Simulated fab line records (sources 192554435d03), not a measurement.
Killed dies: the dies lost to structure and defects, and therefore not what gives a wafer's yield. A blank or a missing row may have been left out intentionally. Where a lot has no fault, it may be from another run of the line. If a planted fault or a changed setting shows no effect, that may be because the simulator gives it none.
A lot that was struck, set against a sound lot	flow n5-finfet	22 out of 1938 route steps
Sound: wafers L689.1, L689.4, L689.5. Struck: wafer L700.5; the same lot's L700.4 was not struck, so it is left out; see the end for the cause.
Each step with rows lists, per side, the tool, then ch with its chambers, then its first start. Under that, the readings that differ: sound wafers	struck wafers	difference of the means	sigmas: that difference in standard deviations of wafers without a fault.
alike: same words and numbers on both sides, and readings whose means sit less than 2 such deviations apart. not compared: any withheld reading, any reading some wafer has no value for, any bound like >300 that may hide the same value, and any number with overlapping values for which the record gives no deviation.
Wherever a step has rows on one side only, a row that says differs or no value, or a row with sigmas, the two part there. When numbers do not overlap yet have no deviation, they are printed without sigmas and do not part them. A reading missing from all wafers of one side parts the sides only when that side holds two or more wafers.

first, 3 steps without rows for these wafers: N5_PMOS_HMC_CHANNEL_EPI_EXPOSE_06 (exposes mask PMOS HMC BLK, target cd 240 nm); N5_PMOS_HMC_CHANNEL_EPI_PEB_07 (peb time 60 s); N5_PMOS_HMC_CHANNEL_EPI_DEVELOP_08 (develop time 30 s).
N5_PMOS_HMC_CHANNEL_EPI_CD_MEAS_09: target cd 237.4 nm.
  sound on cd-sem-03 ch 0, day 1 22:53; struck on cd-sem-02 ch 0, day 4 17:46
  alike: cd-nm
N5_PMOS_HMC_CHANNEL_EPI_OVL_MEAS_10:
  sound on overlay-02 ch 0, day 1 22:55; struck on overlay-01 ch 0, day 4 17:47
  alike: PMOS_HMC_BLK_OVL
N5_PMOS_HMC_CHANNEL_EPI_INSPECT_11: inspects for defects (macro).
  sound on defect-inspect-01 at day 1 22:56; struck on defect-inspect-01 at day 4 17:49
  alike: raw-defect-count
N5_PMOS_HMC_CHANNEL_EPI_DESCUM_14: chemistry O2, time 7.9 s.
  sound on rie-diel-05 ch 1,2,3, day 1 22:59; struck on rie-diel-05 ch 1, day 4 17:51
  alike: drypump-motor-current-A, oes-product-au, rf-vpp-V, showerhead-plenum-p-Torr, throttle-valve-pct
  not compared: rf-hours-counter-h
N5_PMOS_HMC_CHANNEL_EPI_ETCH_32: etches BARC in N2/H2, stops on SiO2, target depth 85.8 nm, time 50.3 s.
  sound on rie-diel-05 ch 1,2,3, day 1 23:01; struck on rie-diel-05 ch 1, day 4 17:53
  alike: drypump-motor-current-A, oes-product-au, rf-vpp-V, showerhead-plenum-p-Torr, throttle-valve-pct
  not compared: rf-hours-counter-h
N5_PMOS_HMC_CHANNEL_EPI_HM_OPEN_15: chemistry CHF3/O2, target SiO2, target depth 40.6 nm, time 20.3 s.
  sound on rie-diel-05 ch 1,2,3, day 1 23:04; struck on rie-diel-05 ch 1, day 4 17:56
  alike: drypump-motor-current-A, oes_f_703_au, oes-product-au, rf-vpp-V, showerhead-plenum-p-Torr, throttle-valve-pct
  not compared: rf-hours-counter-h
N5_PMOS_HMC_CHANNEL_EPI_STRIP_33: strips in N2/H2.
  sound on rie-diel-05 ch 1,2,3, day 1 23:07; struck on rie-diel-05 ch 1, day 4 17:59
  alike: drypump-motor-current-A, oes-product-au, rf-vpp-V, showerhead-plenum-p-Torr, throttle-valve-pct
  not compared: rf-hours-counter-h
then, 1 step without rows for these wafers: N5_PMOS_HMC_CHANNEL_EPI_STRIP_17 (strips in SPM, time 750 s).
N5_PMOS_HMC_CHANNEL_EPI_ETCH_38: etches SiO2 in CF4, target depth 1.5 nm.
  sound on rie-si-05 ch 1,2, day 1 23:25; struck on rie-si-04 ch 2, day 4 18:17
  alike: drypump-motor-current-A, oes-product-au, throttle-valve-pct
  not compared: rf-hours-counter-h
N5_PMOS_HMC_CHANNEL_EPI_FIN_RECESS_16: chemistry HBr/Cl2, target Si, target depth 54 nm, time 18 s.
  sound on rie-si-05 ch 1,2, day 1 23:26; struck on rie-si-04 ch 2, day 4 18:19
reading	sound	struck	difference	sigmas
model.etch.depth-nm (nm)	53.69 55.41 54.07	38.79	-15.60	
model.PMOS_HMC_CHANNEL_EPI.feature-depth-nm (nm)	53.69 55.41 54.07	38.79	-15.60	
model.SiO2_of_PMOS_HMC_CHANNEL_EPI_HM_DEP_34.thk-nm (nm)	30.39 31.54 30.81	32.04	+1.13	
  alike: drypump-motor-current-A, oes-product-au, throttle-valve-pct
  not compared: rf-hours-counter-h
then, 1 step without rows for these wafers: N5_PMOS_HMC_CHANNEL_EPI_PRECLEAN_36 (cleans in O3/DIW, time 45 s).
N5_PMOS_HMC_CHANNEL_EPI_PRECLEAN_18: cleans in DHF, time 30 s.
  sound on wet-bench-04 ch 1,2,3, day 1 23:33; struck on wet-bench-04 ch 7, day 4 18:25
reading	sound	struck	difference	sigmas
model.SiO2_of_PMOS_HMC_CHANNEL_EPI_HM_DEP_34.thk-nm (nm)	24.73 25.89 25.19	26.48	+1.21	
then, 5 steps without rows for these wafers: N5_PMOS_HMC_CHANNEL_EPI_SRD_19 (time 30 s); N5_PMOS_HMC_CHANNEL_EPI_EPI_20 (deposits SiGe30, target thk 59 nm); N5_PMOS_HMC_CHANNEL_EPI_HM_STRIP_35 (strips SiO2 in dHF, material SiO2, target depth 39.6 nm, time 216 s); N5_PMOS_HMC_CHANNEL_EPI_SRD_39 (time 30 s); N5_PMOS_HMC_CHANNEL_EPI_CMP_21 (polishes SiGe30, target thk 54 nm).
N5_PMOS_HMC_CHANNEL_EPI_THK_MEAS_22:
  sound on film-metro-01 at day 2 01:38; struck on film-metro-01 at day 4 20:07
reading	sound	struck	difference	sigmas
HMC_CMP_THK (nm)	53.8 55.2 54.2	38.9	-15.5	-14
then, 1 step without rows for these wafers: N5_PMOS_HMC_CHANNEL_EPI_PRECLEAN_40 (cleans in DHF, time 30 s).

## WHERE THEY PART
N5_PMOS_HMC_CHANNEL_EPI_THK_MEAS_22 only, going by this record.

WHY: what the simulator had put in
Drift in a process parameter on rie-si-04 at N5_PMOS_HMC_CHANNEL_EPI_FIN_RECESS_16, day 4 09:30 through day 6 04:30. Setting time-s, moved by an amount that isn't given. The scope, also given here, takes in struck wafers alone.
